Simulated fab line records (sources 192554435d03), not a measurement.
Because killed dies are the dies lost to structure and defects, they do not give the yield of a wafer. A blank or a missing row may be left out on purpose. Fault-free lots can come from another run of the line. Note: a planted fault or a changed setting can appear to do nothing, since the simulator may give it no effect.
Chamber matching / flow n5Finfet / rieDiel-02 running N5_MOL_CONTACT_COAG_ETCH_89: 4 sister chambers
The step etches underlayer in N2/H2, target depth 13 nm, time 10.4 s. 8 wafers are shown with their chamber, then 11 later ones without.

WAFERS WITH THEIR CHAMBER
wafer=L081.5; chamber=3; throttleValvePct (%)=17.69; showerheadPlenumPTorr (Torr)=2.70
wafer=L083.1; chamber=1; throttleValvePct (%)=17.46; showerheadPlenumPTorr (Torr)=2.71
wafer=L083.4; chamber=2; throttleValvePct (%)=18.01; showerheadPlenumPTorr (Torr)=2.59
wafer=L084.3; chamber=1; throttleValvePct (%)=17.46; showerheadPlenumPTorr (Torr)=2.71
wafer=L085.1; chamber=3; throttleValvePct (%)=17.70; showerheadPlenumPTorr (Torr)=2.69
wafer=L085.3; chamber=0; throttleValvePct (%)=17.53; showerheadPlenumPTorr (Torr)=2.62
wafer=L085.6; chamber=0; throttleValvePct (%)=17.54; showerheadPlenumPTorr (Torr)=2.62
wafer=L087.1; chamber=2; throttleValvePct (%)=18.03; showerheadPlenumPTorr (Torr)=2.58

WAFERS MISSING THEIR CHAMBER
wafer=L087.4; throttleValvePct (%)=17.49; showerheadPlenumPTorr (Torr)=2.71
wafer=L087.5; throttleValvePct (%)=18.00; showerheadPlenumPTorr (Torr)=2.58
wafer=L088.1; throttleValvePct (%)=17.71; showerheadPlenumPTorr (Torr)=2.69
wafer=L088.3; throttleValvePct (%)=17.57; showerheadPlenumPTorr (Torr)=2.62
wafer=L088.6; throttleValvePct (%)=17.73; showerheadPlenumPTorr (Torr)=2.69
wafer=L090.2; throttleValvePct (%)=18.05; showerheadPlenumPTorr (Torr)=2.58
wafer=L090.4; throttleValvePct (%)=17.50; showerheadPlenumPTorr (Torr)=2.70
wafer=L090.6; throttleValvePct (%)=17.57; showerheadPlenumPTorr (Torr)=2.62
wafer=L097.4; throttleValvePct (%)=17.51; showerheadPlenumPTorr (Torr)=2.70
wafer=L097.5; throttleValvePct (%)=17.50; showerheadPlenumPTorr (Torr)=2.70
wafer=L097.6; throttleValvePct (%)=17.59; showerheadPlenumPTorr (Torr)=2.61

WHICH CHAMBER EACH ONE RAN IN
wafer=L087.4; from the rows above=1; in truth=1
wafer=L087.5; from the rows above=2; in truth=2
wafer=L088.1; from the rows above=3; in truth=3
wafer=L088.3; from the rows above=0; in truth=0
wafer=L088.6; from the rows above=3; in truth=3
wafer=L090.2; from the rows above=2; in truth=2
wafer=L090.4; from the rows above=1; in truth=1
wafer=L090.6; from the rows above=0; in truth=0
wafer=L097.4; from the rows above=1; in truth=1
wafer=L097.5; from the rows above=1; in truth=1
wafer=L097.6; from the rows above=0; in truth=0
Correctly placed: 11 of 11. From these rows, 0 cannot be placed. Wrongly placed: 0.
How it was worked out, from the rows above alone: a wafer's distance from a chamber is the root of the sum, over the readings, of the square of ((its reading less the chamber's mean) divided by the reading's scatter). If the next closest chamber is less than 2 further off than the closest, the wafer can't be placed; otherwise it belongs to the closest. The mean given for a chamber averages the wafers shown for that chamber. The scatter: take each reading less its chamber's mean, square it, sum over the shown wafers, divide by the number of wafers less the number of chambers, and take the root.
